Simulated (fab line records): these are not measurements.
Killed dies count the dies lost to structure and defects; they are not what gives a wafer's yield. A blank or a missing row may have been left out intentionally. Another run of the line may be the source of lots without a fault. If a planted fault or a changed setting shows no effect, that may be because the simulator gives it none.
Struck lot and sound lot, side by side || flow nand-harc || 20 steps out of a route of 1159
Sound: the wafers L719.1, L719.2, L719.6. Struck: wafer L730.3; the same lot's L730.4 was not struck, so it is left out; see the end for the cause.
At each step with rows: each side's tool, then ch and its chambers, then its first start. Under that, the readings that differ: sound wafers || struck wafers || difference of the means || sigmas: that difference in standard deviations of wafers without a fault.
alike: readings whose means differ by less than 2 such deviations, and words and numbers that are the same on both sides. not compared: withheld readings, readings that some wafer has no value for, bounds like >300 that may hide the same value, and numbers for which the record gives no deviation and whose values overlap.
Wherever a step has rows on one side only, a row that says differs or no value, or a row with sigmas, the two part there. When numbers do not overlap yet have no deviation, they are printed without sigmas and do not part them. A reading missing from all wafers of one side parts the sides only when that side holds two or more wafers.

first, 1 step without rows for these wafers: NHARC_A_CONTACT_SRD_22.
NHARC_A_CONTACT_INSPECT_23:
  struck on defect-inspect-01, day 21 08:32; sound on defect-inspect-02, day 18 20:43
  alike: raw-defect-count
then, 9 steps without rows for these wafers: NHARC_A_BLC_DEHYDRATE_00 (time 120 s); NHARC_A_BLC_HMDS_01 (time 30 s); NHARC_A_BLC_COAT_02 (time 75 s); NHARC_A_BLC_COAT_03 (time 65 s); NHARC_A_BLC_COAT_04 (resist thk 90 nm); NHARC_A_BLC_SOFTBAKE_05 (time 55 s); NHARC_A_BLC_EBR_06; NHARC_A_BLC_EXPOSE_07 (exposes mask A BLC, target cd 100 nm); NHARC_A_BLC_PEB_08 (peb time 65 s).
NHARC_A_BLC_DEVELOP_09: develop time 35 s.
  sound on litho-track-06 ch 0, day 18 21:00; struck on litho-track-06 ch 0, day 21 08:00
NHARC_A_BLC_CD_MEAS_10: target cd 100 nm.
  sound on cd-sem-02 ch 0, day 18 21:14; struck on cd-sem-03 ch 0, day 21 08:55
{"reading": "cd-nm (nm)", "sound": "99.6 99.6 99.8", "struck": 102.7, "difference": "+3.0", "sigmas": "+6"}
NHARC_A_BLC_OVL_MEAS_11:
  struck on overlay-02, day 21 09:00; sound on overlay-01, day 18 21:20
  alike: overlay-x-nm, overlay-y-nm
NHARC_A_BLC_INSPECT_12:
  struck on defect-inspect-01, day 21 09:02; sound on defect-inspect-01, day 18 21:22
  alike: raw-defect-count
NHARC_A_BLC_DESCUM_15: chemistry O2, time 3 s.
  sound on rie-diel-12 ch 0,2,3, day 18 21:26; struck on rie-diel-05 ch 1, day 21 09:06
{"reading": "model.A_BLC.cd-nm (nm)", "sound": "99.45 99.41 99.7", "struck": 103.2, "difference": "+3.7", "sigmas": ""}
  alike: drypump-motor-current-A, oes-product-au, rf-vpp-V, showerhead-plenum-p-Torr, throttle-valve-pct
  not compared: rf-hours-counter-h
NHARC_A_BLC_ETCH_16: etches the open film in CF4, target depth 39 nm, time 65 s.
  sound on rie-diel-12 ch 0,1, day 18 21:31; struck on rie-diel-05 ch 1, day 21 09:11
{"reading": "rf-vpp-V (V)", "sound": "151.5 151.5 152.0", "struck": 149.2, "difference": -2.5, "sigmas": -2}
  alike: bias-w, drypump-motor-current-A, oes-product-au, showerhead-plenum-p-Torr, throttle-valve-pct
  not compared: rf-hours-counter-h
NHARC_A_BLC_ETCH_17: etches the open film in N2/H2, target depth 390 nm, time 609.38 s.
  sound: rie-diel-12 ch 0,3; struck: rie-diel-05 ch 3
  alike: bias-w, drypump-motor-current-A, oes-product-au, rf-vpp-V, showerhead-plenum-p-Torr, throttle-valve-pct
  not compared: rf-hours-counter-h
NHARC_A_BLC_ETCH_18: etches the open film in C4F8/O2/Ar, target depth 910 nm.
  sound: rie-diel-12 ch 1,2; struck: rie-diel-05 ch 2
{"reading": "model.A_BLC.cd-nm (nm)", "sound": "98.82 99.32 98.12", "struck": 102.3, "difference": "+3.5", "sigmas": ""}
  alike: bias-w, oes-product-au, rf-vpp-V
  not compared: rf-hours-counter-h
NHARC_A_BLC_CD_MEAS_19:
  struck on cd-sem-01, day 21 10:04; sound on cd-sem-01, day 18 22:23
{"reading": "cd-nm (nm)", "sound": "98.8 99.1 98.3", "struck": 102.0, "difference": "+3.3", "sigmas": "+2"}

== WHERE THEY PART ==
At NHARC_A_BLC_CD_MEAS_10 first; at NHARC_A_BLC_CD_MEAS_19 last (within this record only).

WHY: what the simulator had put in
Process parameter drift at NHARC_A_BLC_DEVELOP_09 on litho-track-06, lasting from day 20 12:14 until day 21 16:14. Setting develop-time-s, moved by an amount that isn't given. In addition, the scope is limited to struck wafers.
